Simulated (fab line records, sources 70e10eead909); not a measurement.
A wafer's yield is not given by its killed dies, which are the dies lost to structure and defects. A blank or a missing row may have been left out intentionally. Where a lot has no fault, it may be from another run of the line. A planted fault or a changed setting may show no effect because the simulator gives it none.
Chamber matching | flow nandHarc | NHARC_P_BONDPAD_DESCUM_11 on rieDiel-02 has 4 sister chambers
The step chemistry O2, time 3 s. 4 wafers are shown with their chamber, then 6 later ones without.

WAFERS, EACH WITH ITS CHAMBER
wafer  | chamber | throttleValvePct (%)
L926.5 | 0       | 11.332
L925.2 | 2       | 11.313
L929.1 | 1       | 11.308
L929.4 | 3       | 11.311

WAFERS MISSING THEIR CHAMBER
wafer  | throttleValvePct (%)
L929.5 | 11.305
L930.1 | 11.310
L930.3 | 11.326
L930.6 | 11.303
L931.1 | 11.307
L931.4 | 11.315

EACH ONE'S CHAMBER
wafer  | from the rows above          | in truth
L929.5 | can't be placed: 1 or 3 or 2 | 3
L930.1 | can't be placed: 3 or 1 or 2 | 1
L930.3 | can't be placed: 0 or 2      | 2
L930.6 | can't be placed: 1 or 3 or 2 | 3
L931.1 | can't be placed: 1 or 3 or 2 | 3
L931.4 | can't be placed: 2 or 3 or 1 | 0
Correctly placed: 0 of 6. Not placeable from these rows: 6 (in 5, the candidates include the true chamber). Placed wrongly: 0.
How it was worked out, from the rows above alone: a wafer's distance from a chamber is the root of the sum, over the readings, of the square of ((its reading less the chamber's mean) divided by the reading's scatter). If the next closest chamber is less than 2 further off than the closest, the wafer can't be placed; otherwise it belongs to the closest. A chamber's mean is the mean of its shown wafers. The scatter: root of mean squared gap, hidden wafer to nearest shown wafer, with one shown wafer a chamber.
